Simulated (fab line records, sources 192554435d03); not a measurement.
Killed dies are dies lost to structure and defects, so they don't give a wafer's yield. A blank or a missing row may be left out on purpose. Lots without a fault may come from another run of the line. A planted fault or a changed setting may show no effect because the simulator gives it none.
fab line records | flow n5_finfet
record lots=6 wafers=18 last_day=18
route steps=1938 shown BEOL_M0@715 BEOL_M4@1111
lots that met no fault: from a run of the same line without faults
start_h: hours from the record's first day to the start of the lot's first wafer shown | wait_h: hours since the lot's step before | " the same as in the row above | L1.1+2: a row that stands for several wafers | - no value, or no start given | * or withheld: withheld | < > ~ a bound
route shown NAME@n: a module of which the file shows steps, and the number in the route of the first | usual: mean/standard deviation of fault-free wafers | same: alike in all rows | chamber/n: place in a boat | sites: the reading at each site | _std_site: their standard deviation | _edge_site: outer sites' mean less inner sites' | radius_mm: how far each site lies from the wafer's centre | mask NAME#n: copy n | behind: the tool/chamber that last shaped the wafer | hold: why the lot was held/for how many hours/how that ended | device: the transistor (n, p or np) that didn't switch | end of line: the same wafers' tests at the end of the route | a step without rows: its recipe alone | killed: dies lost to structure and defects at the first sort, not the wafer's yield | map: a wafer's dies, x killed, . not, _ none there
set.NAME: the setting as run; set.NAME@STEP: as run at that earlier step | model.NAME: the simulator's own value behind a step, which no gauge read
lots at some steps of the route; a table a step, a row a wafer
services: from which hour (start_h, from the record's first day; less than 0 if before it) a tool's chamber was out of use, for how many hours, and why
## steps
# step N5_BEOL_M0_ETCH_138
# recipe chemistry=CH3F/O2 target_depth_a=120 target=SiCN time_s=31.6 ion_energy_ev=120 pressure_mtorr=30 source_w=395 bias_w=75 Ar_flow_sccm=150 CH3F_flow_sccm=30 O2_flow_sccm=20 ends=cleared
# usual drypump_motor_current_A=5.9/0.53 etch_rf_on_time_s=28.9/0.87 oes_product_au=0.67/0.085 rf_vpp_V=298.2/1.8 showerhead_plenum_p_Torr=2.05/0.072 throttle_valve_pct=16.24/0.19
# columns lot.wafer tool chamber start_h wait_h drypump_motor_current_A etch_rf_on_time_s oes_product_au rf_hours_counter_h rf_vpp_V showerhead_plenum_p_Torr throttle_valve_pct
L203.1 rie_diel-06 2 174.43 0.0 6.3 29.8 0.58 242 295.9 1.97 16.43
L203.4 " 3 " " 5.4 29.7 0.83 1 301.0 2.13 16.07
L203.6 " 1 " " 6.6 30.0 0.62 - 298.6 2.07 16.39
L206.1 rie_diel-03 0 193.76 0.0 5.2 28.3 0.76 33 298.3 2.02 15.95
L206.4 " 2 " " 5.0 28.9 0.69 76 297.2 2.04 16.58
L206.6 " 2 " " 5.0 28.3 0.70 - 297.1 2.04 16.58
L207.2 rie_diel-01 1 213.86 0.0 5.8 28.0 0.56 261 294.6 1.90 16.36
L207.3 " 0 " " 6.3 28.5 0.65 127 298.5 2.09 16.19
L207.6 " 0 " " 6.3 28.9 0.66 - 299.0 2.09 16.19
L209.2 rie_diel-03 0 218.98 0.0 5.2 29.9 0.74 44 297.5 2.02 15.98
L209.4 " 2 " " 5.0 30.3 0.69 86 298.2 2.04 16.60
L209.6 " 0 " " 5.2 31.2 0.75 - 297.4 2.02 15.99
L213.2 rie_diel-01 2 239.45 0.0 5.2 27.6 0.70 81 298.8 2.11 16.13
L213.3 " 1 " " 5.8 28.2 0.85 4 299.5 2.15 15.91
L213.4 " 0 " " 6.3 29.0 0.64 139 299.5 2.09 16.22
L216.4 rie_diel-01 3 259.52 0.0 6.5 28.4 0.77 21 297.1 2.03 15.96
L216.5 " 2 " " 5.2 29.2 0.70 - 299.6 2.10 16.14
L216.6 " 1 " " 5.7 29.3 0.81 - 301.0 2.15 15.92
# step N5_BEOL_M0_HM_OPEN_105
# recipe chemistry=Cl2/BCl3 target_depth_a=120 target=TiN ion_energy_ev=150 pressure_mtorr=10 icp_w=1000 bias_w=126 Cl2_flow_sccm=53.25 bcl3_flow_sccm=21.75 Ar_flow_sccm=25
# step N5_BEOL_M0_STRIP_140
# recipe chemistry=CF4 resist=SiARC power_w=300 bias_power_w=75 pressure_mtorr=50 cf4_flow_sccm=150 rf_frequency_hz=6e+07
# usual bias_power_w=74.96/0.26 cf4_flow_sccm=150.1/0.46 drypump_motor_current_A=5.7/0.55 oes_product_au=0.78/0.084 rf_vpp_V=271.9/1.7 showerhead_plenum_p_Torr=1.83/0.055 throttle_valve_pct=13.54/0.18
# columns lot.wafer tool chamber start_h wait_h bias_power_w cf4_flow_sccm drypump_motor_current_A oes_product_au rf_hours_counter_h rf_vpp_V showerhead_plenum_p_Torr throttle_valve_pct
L203.1 rie_diel-03 1 174.73 0.1 75.17 150.1 5.5 0.71 179 270.0 1.86 13.71
L203.4 " 0 " " 75.02 149.5 5.2 0.89 27 270.6 1.82 13.25
L203.6 " 1 " " 75.03 150.1 5.5 0.71 - 272.8 1.86 13.70
L206.1 rie_diel-03 0 198.70 0.6 75.34 150.1 5.2 0.88 35 271.8 1.82 13.30
L206.4 " 3 " " 75.18 150.5 6.0 0.79 105 269.5 1.72 13.52
L206.6 " 3 " " 75.65 150.1 5.9 0.79 - 270.4 1.72 13.54
L207.2 rie_diel-06 1 215.78 0.1 74.79 149.8 6.6 0.70 219 273.5 1.83 13.68
L207.3 " 0 " " 75.32 150.4 5.7 0.67 233 272.5 1.85 13.71
L207.6 " 3 " " 74.75 150.9 5.3 0.92 - 272.6 1.90 13.37
L209.2 rie_diel-06 0 220.47 0.3 75.10 149.9 5.7 0.68 235 269.7 1.85 13.71
L209.4 " 3 " " 75.09 150.6 5.4 0.91 19 274.3 1.90 13.34
L209.6 " 0 " " 74.90 149.6 5.7 0.67 - 271.1 1.85 13.72
L213.2 rie_diel-01 2 245.19 0.2 75.02 149.3 5.2 0.81 83 273.9 1.89 13.44
L213.3 " 3 " " 75.21 150.3 6.6 0.89 14 271.6 1.84 13.28
L213.4 " 1 " " 74.75 150.7 5.7 0.95 6 272.8 1.92 13.16
L216.4 rie_diel-01 1 261.37 0.1 75.15 149.7 5.7 0.93 14 273.6 1.91 13.17
L216.5 " 3 " " 74.64 149.4 6.6 0.88 - 271.9 1.84 13.32
L216.6 " 2 " " 75.11 150.4 5.2 0.79 - 272.7 1.89 13.42
# step N5_BEOL_M0_STRIP_104
# recipe chemistry=N2/H2 power_w=450 temp_c=40 pressure_mtorr=20 rf_frequency_hz=6e+07 overash_fraction=0.3 bias_power_w=7 h2_frac=0.5 n2_flow_sccm=200 h2_flow_sccm=200
# usual bias_power_w=6.996/0.021 chamber_pressure_mTorr=20.00/0.035 drypump_motor_current_A=5.8/0.55 n2_flow_sccm=200.0/0.59 oes_product_au=0.80/0.088 rf_vpp_V=59.5/1.6 showerhead_plenum_p_Torr=2.59/0.08 throttle_valve_pct=23.6/0.35
# columns lot.wafer tool chamber start_h wait_h bias_power_w chamber_pressure_mTorr drypump_motor_current_A n2_flow_sccm oes_product_au rf_hours_counter_h rf_vpp_V showerhead_plenum_p_Torr throttle_valve_pct
L203.1 rie_diel-03 1 174.75 0.0 6.988 20.04 5.5 201.2 0.72 179 59.1 2.63 23.7
L203.4 " 0 " " 6.967 19.97 5.2 200.0 0.91 27 61.0 2.59 23.3
L203.6 " 1 " " 7.016 20.05 5.5 200.1 0.73 - 59.3 2.63 23.7
L206.1 rie_diel-03 0 198.72 0.0 6.987 20.00 5.2 199.6 0.88 35 58.6 2.58 23.3
L206.4 " 3 " " 7.004 20.00 6.0 200.4 0.80 105 59.1 2.43 23.3
L206.6 " 3 " " 6.990 19.92 5.9 200.9 0.80 - 58.0 2.43 23.3
L207.2 rie_diel-06 1 215.80 0.0 7.013 20.01 6.6 200.3 0.70 219 60.7 2.61 23.4
L207.3 " 0 " " 6.989 19.95 5.7 200.1 0.69 233 59.0 2.61 23.7
L207.6 " 3 " " 6.992 20.05 5.4 199.7 0.91 - 59.0 2.69 23.4
L209.2 rie_diel-06 0 220.49 0.0 7.045 20.03 5.7 200.6 0.69 235 58.4 2.61 23.7
L209.4 " 3 " " 6.998 20.00 5.4 199.5 0.90 19 60.2 2.69 23.4
L209.6 " 0 " " 7.025 20.03 5.7 199.7 0.69 - 59.3 2.61 23.7
L213.2 rie_diel-01 2 245.21 0.0 7.021 19.99 5.2 200.3 0.81 83 61.1 2.70 23.7
L213.3 " 3 " " 7.005 19.96 6.6 200.5 0.92 14 60.5 2.60 23.4
L213.4 " 1 " " 6.996 19.94 5.8 199.6 0.97 6 60.5 2.69 22.8
L216.4 rie_diel-01 1 261.39 0.0 6.976 20.00 5.8 199.2 0.97 14 59.5 2.69 22.8
L216.5 " 3 " " 6.979 19.94 6.5 199.7 0.90 - 62.1 2.59 23.4
L216.6 " 2 " " 6.989 19.94 5.2 199.9 0.80 - 60.2 2.69 23.7
# step N5_BEOL_M0_WET_ETCH_106
# recipe chemistry=DHF dilution=10:1 temp_c=25 target=SiO2 target_depth_a=1300 dry=ipa_marangoni rinse_time_s=30 rinse_temp_c=23
# step N5_BEOL_M0_ETCH_128
# recipe chemistry=CF4/N2 target_depth_a=120 overetch_a=51 target=SiCN time_s=21.4 ion_energy_ev=150 pressure_mtorr=40 source_w=430 bias_w=70 Ar_flow_sccm=100 cf4_flow_sccm=60 n2_flow_sccm=60
# usual drypump_motor_current_A=5.8/0.54 n2_flow_sccm=60.00/0.17 oes_product_au=0.54/0.058 rf_vpp_V=383.3/1.9 showerhead_plenum_p_Torr=2.25/0.072 throttle_valve_pct=15.39/0.18
# columns lot.wafer tool chamber start_h wait_h drypump_motor_current_A n2_flow_sccm oes_product_au rf_hours_counter_h rf_vpp_V showerhead_plenum_p_Torr throttle_valve_pct
L203.1 rie_diel-06 2 174.88 0.0 6.3 60.13 0.48 242 380.3 2.17 15.58
L203.4 " 0 " " 5.7 60.08 0.48 218 383.4 2.28 15.51
L203.6 " 1 " " 6.6 59.91 0.50 - 383.6 2.27 15.46
L206.1 rie_diel-01 2 199.09 0.3 5.2 59.97 0.57 63 383.7 2.34 15.23
L206.4 " 0 " " 6.4 59.79 0.53 - 385.1 2.30 15.33
L206.6 " 2 " " 5.2 59.87 0.57 - 384.7 2.34 15.25
L207.2 rie_diel-06 0 215.92 0.0 5.8 59.90 0.46 233 383.6 2.27 15.55
L207.3 " 3 " " 5.4 60.01 0.63 16 385.5 2.34 15.22
L207.6 " 0 " " 5.8 60.00 0.47 - 383.1 2.27 15.55
L209.2 rie_diel-01 2 220.75 0.1 5.2 60.17 0.57 73 385.2 2.33 15.25
L209.4 " 0 " " 6.3 60.33 0.54 - 384.0 2.30 15.31
L209.6 " 2 " " 5.3 59.92 0.59 - 385.4 2.33 15.27
L213.2 rie_diel-01 1 246.69 1.4 5.8 60.11 0.66 7 386.2 2.36 14.99
L213.3 " 0 " " 6.3 59.99 0.52 142 384.6 2.29 15.34
L213.4 " 2 " " 5.2 59.99 0.55 84 384.7 2.33 15.28
L216.4 rie_diel-01 3 261.51 0.0 6.5 60.13 0.61 22 383.8 2.25 15.13
L216.5 " 1 " " 5.8 59.99 0.66 - 386.8 2.36 15.01
L216.6 " 2 " " 5.2 59.96 0.55 - 385.9 2.33 15.29
# step N5_BEOL_M0_TRENCH_ETCH_107
# recipe chemistry=C4F6/O2 target_depth_a=328 target=SiOC time_s=16.4 ion_energy_ev=250 pressure_mtorr=30 source_w=355 bias_w=185 Ar_flow_sccm=300 C4F6_flow_sccm=10 O2_flow_sccm=10
# step N5_BEOL_M0_STRIP_142
# recipe chemistry=N2/H2 time_s=10 power_w=450 temp_c=40 pressure_mtorr=20 rf_frequency_hz=6e+07 bias_power_w=7 n2_flow_sccm=200 h2_flow_sccm=200
# usual bias_power_w=6.999/0.021 chamber_pressure_mTorr=20.000/0.019 drypump_motor_current_A=5.8/0.54 n2_flow_sccm=200.0/0.53 oes_product_au=0.79/0.086 rf_vpp_V=59.3/0.87 showerhead_plenum_p_Torr=2.59/0.093 throttle_valve_pct=23.5/0.37
# columns lot.wafer tool chamber start_h wait_h bias_power_w chamber_pressure_mTorr drypump_motor_current_A n2_flow_sccm oes_product_au rf_hours_counter_h rf_vpp_V showerhead_plenum_p_Torr throttle_valve_pct
L203.1 rie_diel-06 2 174.94 0.0 6.976 20.022 6.3 199.3 0.69 242 58.2 2.51 24.0
L203.4 " 0 " " 7.007 19.997 5.8 198.3 0.70 218 59.7 2.62 23.7
L203.6 " 1 " " 6.983 19.960 6.6 199.4 0.72 - 60.0 2.62 23.4
L206.1 rie_diel-01 2 199.15 0.0 6.963 19.989 5.2 200.6 0.85 63 60.5 2.71 23.7
L206.4 " 0 " " 7.034 20.008 6.4 200.5 0.78 - 59.1 2.65 23.2
L206.6 " 2 " " 6.993 20.011 5.2 200.1 0.85 - 58.8 2.70 23.7
L207.2 rie_diel-06 0 215.99 0.0 7.000 20.017 5.7 200.4 0.69 233 58.9 2.61 23.8
L207.3 " 3 " " 7.002 20.012 5.4 200.1 0.92 16 60.5 2.69 23.4
L207.6 " 0 " " 7.005 20.024 5.7 200.2 0.69 - 59.6 2.61 23.7
L209.2 rie_diel-01 2 220.81 0.0 6.972 20.033 5.2 199.7 0.83 73 59.1 2.70 23.7
L209.4 " 0 " " 6.978 20.005 6.3 200.8 0.76 - 59.6 2.65 23.3
L209.6 " 2 " " 6.988 19.999 5.2 198.7 0.83 - 60.4 2.70 23.7
L213.2 rie_diel-01 1 246.75 0.0 7.001 19.999 5.8 200.3 0.98 7 60.6 2.69 22.8
L213.3 " 0 " " 7.006 20.009 6.3 200.7 0.75 142 59.5 2.64 23.3
L213.4 " 2 " " 6.953 20.029 5.2 200.4 0.81 84 60.4 2.70 23.7
L216.4 rie_diel-01 3 261.58 0.0 6.957 20.000 6.6 200.6 0.89 22 59.3 2.59 23.4
L216.5 " 1 " " 6.967 19.997 5.8 200.3 0.95 - 59.5 2.69 22.8
L216.6 " 2 " " 6.964 20.023 5.2 200.6 0.80 - 60.2 2.69 23.7
# step N5_BEOL_M0_OCD_MEAS_108
# usual trench_depth_nm=33.1/0.65
# columns lot.wafer tool chamber start_h wait_h trench_depth_nm
L203.1 ocd-01 - 175.02 0.1 32.8
L203.4 " - " " 33.3
L203.6 " - " " 33.3
L206.1 ocd-01 - 199.23 0.1 33.4
L206.4 " - " " 32.4
L206.6 " - " " 34.1
L207.2 ocd-01 - 216.07 0.1 32.8
L207.3 " - " " 32.3
L207.6 " - " " 33.0
L209.2 ocd-01 - 220.90 0.1 33.7
L209.4 " - " " 32.3
L209.6 " - " " 33.2
L213.2 ocd-01 - 246.84 0.1 33.9
L213.3 " - " " 32.7
L213.4 " - " " 34.0
L216.4 ocd-01 - 261.66 0.1 34.1
L216.5 " - " " 33.3
L216.6 " - " " 33.5
# step N5_BEOL_M0_HM_STRIP_129
# recipe chemistry=peroxide_tin_strip material=TiN target_depth_a=170 temp_c=50 time_s=108
# step N5_BEOL_M0_SRD_130
# recipe time_s=30 temp_c=23 rinse_liquid=diw dry=ipa_marangoni
# step N5_BEOL_M0_ETCH_109
# recipe chemistry=CH3F/O2 target_depth_a=80 overetch_a=24 target=SiCN time_s=27.4 ion_energy_ev=120 pressure_mtorr=30 source_w=395 bias_w=75 Ar_flow_sccm=150 CH3F_flow_sccm=30 O2_flow_sccm=20
# step N5_BEOL_M0_STRIP_139
# recipe chemistry=post_etch_residue_remover time_s=60 temp_c=25 remover_ph=withheld remover_water_wt_pct=withheld remover_fluoride_wt_pct=withheld
# usual run_length_s=66.9/1.7 temp_c=25.00/0.11
# columns lot.wafer tool chamber start_h wait_h run_length_s temp_c
L203.1 wet_bench-05 6 175.23 0.1 65.2 25.10
L203.4 " 4 " " 66.8 24.74
L203.6 " 1 " " 67.4 25.07
L206.1 wet_bench-01 1 199.63 0.1 66.3 24.98
L206.4 " 4 " " 66.6 25.05
L206.6 " 0 " " 64.9 25.09
L207.2 wet_bench-05 4 216.34 0.1 - -
L207.3 " 5 " " - -
L207.6 " 3 " " - -
L209.2 wet_bench-02 7 221.18 0.1 - -
L209.4 " 0 " " - -
L209.6 " 4 " " - -
L213.2 wet_bench-01 7 248.00 0.1 67.3 24.81
L213.3 " 3 " " 67.4 25.04
L213.4 " 0 " " 65.6 24.96
L216.4 wet_bench-01 4 261.97 0.1 66.8 25.02
L216.5 " 6 " " 68.1 25.10
L216.6 " 7 " " 66.3 25.00
# step N5_BEOL_M0_SRD_111
# recipe time_s=30 temp_c=23 rinse_liquid=diw dry=ipa_marangoni
# step N5_BEOL_M4_RC_MEAS_101
# usual DIBL_N=35.7/1.5 DIBL_P=35.7/2 IOFF_N=0.155/0.026 IOFF_P=0.20/0.031 ION_N=675/11 ION_P=462/7.1 SS_N=71.3/0.57 SS_P=73.1/0.56 VT_N=250/3 VT_P=-251/3
# columns lot.wafer tool chamber start_h wait_h DIBL_N[mV/V] DIBL_P[mV/V] IOFF_N[nA/um] IOFF_P[nA/um] ION_N[uA/um] ION_P[uA/um] SS_N[mV/dec] SS_P[mV/dec] VT_N[mV] VT_P[mV]
L203.1 prober-01 0 232.30 0.0 36.0 35.8 0.142 0.18 674 460 71.3 73.3 252 -256
L203.4 " 0 " " 36.2 37.0 0.152 0.18 675 461 71.4 74.2 251 -254
L203.6 " 0 " " 34.4 34.1 0.125 0.15 670 463 70.6 72.5 252 -255
L206.1 prober-02 0 255.81 0.0 37.1 37.3 0.178 0.22 680 463 71.2 72.8 250 -251
L206.4 " 0 " " 37.3 36.9 0.163 0.21 667 460 72.1 73.0 251 -252
L206.6 " 0 " " 37.5 37.2 0.184 0.21 684 460 71.9 73.3 248 -253
L207.2 prober-02 0 267.79 0.2 36.0 36.6 0.160 0.20 685 466 71.1 72.7 250 -255
L207.3 " 0 " " 36.8 38.3 0.181 0.24 685 469 71.4 73.9 247 -249
L207.6 " 0 " " 36.5 37.4 0.172 0.21 683 464 71.3 73.3 247 -251
L209.2 prober-01 0 277.89 0.2 39.6 39.1 0.210 0.26 682 469 72.1 75.0 248 -248
L209.4 " 0 " " 37.9 36.8 0.171 0.22 675 469 72.6 73.8 246 -250
L209.6 " 0 " " 35.7 34.8 0.146 0.19 683 464 72.1 72.7 250 -252
L213.2 prober-01 0 305.52 0.2 32.7 33.4 0.113 0.16 666 452 70.4 72.4 254 -254
L213.3 " 0 " " 34.7 35.0 0.136 0.18 669 454 71.8 72.3 251 -252
L213.4 " 0 " " 34.4 34.9 0.138 0.17 670 448 70.7 72.6 251 -254
L216.4 prober-02 0 320.53 0.5 37.1 38.4 0.175 0.22 669 457 71.6 73.4 249 -252
L216.5 " 0 " " 35.9 37.9 0.164 0.20 681 462 71.2 73.8 250 -252
L216.6 " 0 " " 38.2 40.2 0.214 0.26 680 464 72.1 74.0 244 -248
## services
# columns tool chamber start_h hours kind
rie_diel-06 2 169.03 5.1 repair
rie_diel-01 3 172.08 16.0 repair
rie_diel-01 1 175.77 9.0 repair
rie_diel-06 - 183.10 0.2 repair
rie_diel-03 3 184.82 4.3 repair
rie_diel-01 3 188.14 - clean
rie_diel-01 3 188.14 - consumable_replace:focus_ring
rie_diel-01 3 188.14 25.6 scheduled_down
rie_diel-01 3 188.14 25.6 vent_cycle
rie_diel-06 2 200.19 - clean
rie_diel-06 2 200.19 - consumable_replace:focus_ring
rie_diel-06 2 200.19 17.7 scheduled_down
rie_diel-06 2 200.19 17.7 vent_cycle
rie_diel-01 1 213.94 - clean
rie_diel-01 1 213.94 - consumable_replace:focus_ring
rie_diel-01 1 213.94 - consumable_replace:showerhead
rie_diel-01 1 213.94 18.5 scheduled_down
rie_diel-01 1 213.94 18.5 vent_cycle
rie_diel-06 - 233.19 15.6 pm
rie_diel-06 3 251.02 9.4 repair
rie_diel-03 3 259.60 4.2 repair
## key
first_sign step=N5_BEOL_M0_STRIP_139 reading=tool_record direction=missing
effect none on later readings
met_at N5_BEOL_M0_STRIP_139
struck_wafers L207.2,L207.3,L207.6,L209.2,L209.4,L209.6
sort_left_out L207.2,L207.3,L207.6,L209.2,L209.4,L209.6
onset_between 175.23 216.34
fault kind=skipped_step_whole tool=wet_bench-02,wet_bench-05 chamber=- onset_h=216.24 steps=N5_BEOL_M0_STRIP_139 scope=struck_lots_only
# sort_left_out: the simulated sort isn't trusted on such a fault, so these wafers' sort isn't shown, and their yield isn't known
